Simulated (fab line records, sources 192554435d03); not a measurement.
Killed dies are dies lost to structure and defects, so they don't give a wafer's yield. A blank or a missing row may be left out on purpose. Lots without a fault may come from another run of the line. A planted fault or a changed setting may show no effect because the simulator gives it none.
Chamber matching | flow n5_finfet | N5_FIN_CUT_ETCH_20 on rie_diel-02: 4 sister chambers
The step etches SiARC in CF4, target depth 26 nm, time 43.3 s. 4 wafers are shown with their chamber, then 7 later ones without.

WAFERS WITH THEIR CHAMBER
wafer  | chamber | showerhead_plenum_p_Torr (Torr)
L081.1 | 3       | 2.21
L081.3 | 1       | 2.13
L082.1 | 2       | 2.09
L082.3 | 0       | 2.01

WAFERS WITHOUT THEIR CHAMBER
wafer  | showerhead_plenum_p_Torr (Torr)
L082.4 | 2.21
L089.1 | 2.08
L089.2 | 2.12
L089.3 | 2.00
L096.4 | 2.12
L096.5 | 2.00
L096.6 | 2.08

WHICH CHAMBER EACH WENT THROUGH
wafer  | from the rows above | in truth
L082.4 | 3                   | 3
L089.1 | 2                   | 2
L089.2 | 1                   | 1
L089.3 | 0                   | 0
L096.4 | 1                   | 1
L096.5 | 0                   | 0
L096.6 | 2                   | 2
Placed correctly: 7 of 7. Can't be placed from these rows: 0. Placed wrongly: 0.
How it was worked out, from the rows above alone: a wafer's distance from a chamber is the root of the sum, over the readings, of the square of ((its reading less the chamber's mean) divided by the reading's scatter). The wafer belongs to the nearest chamber; if the next one is less than 2 further off, it can't be placed. A chamber's mean is the mean of its shown wafers. The scatter: with one shown wafer a chamber, the root of the mean of the squares of how far each hidden wafer lies from its nearest shown one.
